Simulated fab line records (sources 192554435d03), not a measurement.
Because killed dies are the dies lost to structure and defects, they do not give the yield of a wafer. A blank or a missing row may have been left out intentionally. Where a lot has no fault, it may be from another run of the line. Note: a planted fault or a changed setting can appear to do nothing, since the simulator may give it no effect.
Comparing a struck lot with a sound one | flow n5-finfet | 34 out of 1938 route steps
Sound: the wafers L852.1, L852.2, L852.6. Struck: wafer L856.6. (L856.3, L856.5 of the same lot were not struck and are left out.) The cause comes at the end.
At each step with rows: each side's tool, then ch and its chambers, then its first start. Under that, the readings that differ: sound wafers | struck wafers | difference of the means | sigmas: that difference in standard deviations of wafers without a fault.
alike: readings whose means differ by less than 2 such deviations, and words and numbers that are the same on both sides. not compared: withheld readings, readings that some wafer has no value for, bounds like >300 that may hide the same value, and numbers for which the record gives no deviation and whose values overlap.
The two part at a step that has a row with sigmas, a row that says differs or no value, or rows on one side only. Non-overlapping numbers with no deviation appear without sigmas and do not part them. A reading that every wafer of one side lacks parts them only if that side has two wafers or more.

first, 10 steps without rows for these wafers: N5_BEOL_M7_STRIP_80 (strips in N2/H2, time 10 s); N5_BEOL_M7_HM_STRIP_39 (strips TiN in peroxide tin strip, target depth 25 nm, time 158 s); N5_BEOL_M7_SRD_40 (time 30 s); N5_BEOL_M7_PRECLEAN_42 (cleans in residue remover, time 60 s); N5_BEOL_M7_SRD_43 (time 30 s); N5_BEOL_M7_CURE_75 (cures SiCOH lowk, time 120 s); N5_BEOL_M7_DEGAS_44 (time 60 s); N5_BEOL_M7_PRE_CLEAN_45 (time 30 s); N5_BEOL_M7_ALD_77 (deposits TaN, target thk 2 nm, pulse time 2 s, purge time 3 s); N5_BEOL_M7_SURFACE_TREAT_79.
N5_BEOL_M7_CVD_78: deposits Co from CCTBA/H2, target thk 2 nm, time 142.3 s.
  sound on cvd-co-02 ch 1,2, day 9 21:30; struck on cvd-co-02 ch 0,1, day 11 00:11
then, 22 steps without rows for these wafers: N5_BEOL_M7_SPUTTER_48 (material Cu, target thk 10 nm, time 1.667 s); N5_BEOL_M7_ECD_50 (material Cu, target thk 300 nm); N5_BEOL_M7_ANNEAL_51 (time 90 s); N5_BEOL_M7_CMP_52 (polishes, stops on SiCOH lowk, t overpolish 6.9 s, target thk 80 nm); N5_BEOL_M7_PRE_CLEAN_55 (time 15 s); N5_BEOL_M7_DEP_56 (deposits SiCN from 3MS/NH3, target thk 10 nm, time 17.5 s); N5_BEOL_M8_ILD_DEP_00 (deposits SiCOH lowk from DEMS/porogen, target thk 179.75 nm, time 33.4 s); N5_BEOL_M8_CURE_74 (cures SiCOH lowk, time 240 s); N5_BEOL_M8_PECVD_70 (deposits SiO2 from TEOS/O2, target thk 20 nm, time 22.7 s); N5_BEOL_M8_HM_DEP_02 (deposits TiN, target thk 20 nm); N5_BEOL_M8_COAT_59 (time 60 s, resist thk 100 nm); N5_BEOL_M8_COAT_60 (time 60 s, resist thk 35 nm); N5_BEOL_M8_COAT_05 (resist thk 90 nm); N5_BEOL_M8_EBR_07; N5_BEOL_M8_SOFTBAKE_06 (time 60 s); N5_BEOL_M8_EXPOSE_08 (exposes mask M8); N5_BEOL_M8_PEB_09 (peb time 60 s); N5_BEOL_M8_DEVELOP_10 (develop time 30 s); N5_BEOL_M8_DESCUM_16 (chemistry O2, time 7.9 s); N5_BEOL_M8_ETCH_61 (etches SiARC in CF4, target depth 45.5 nm, time 75.8 s); N5_BEOL_M8_ETCH_62 (etches SOC in N2/H2, target depth 110 nm, overetch 22 nm, time 165 s); N5_BEOL_M8_STRIP_68 (strips in N2/H2).
-- record jumps: 3 days separate the struck wafers' starts on either side; left off in module BEOL_M8, taken up again in module PASSIVATION, whose first shown step is the route's number 1936 --
N5_PASSIVATION_PROBE_49:
  record: rows for the struck wafers here (prober-02, day 14 06:20), none for the sound ones

== WHERE THEY PART ==
Only at N5_PASSIVATION_PROBE_49, within this record.

WHY: what had been put in by the simulator
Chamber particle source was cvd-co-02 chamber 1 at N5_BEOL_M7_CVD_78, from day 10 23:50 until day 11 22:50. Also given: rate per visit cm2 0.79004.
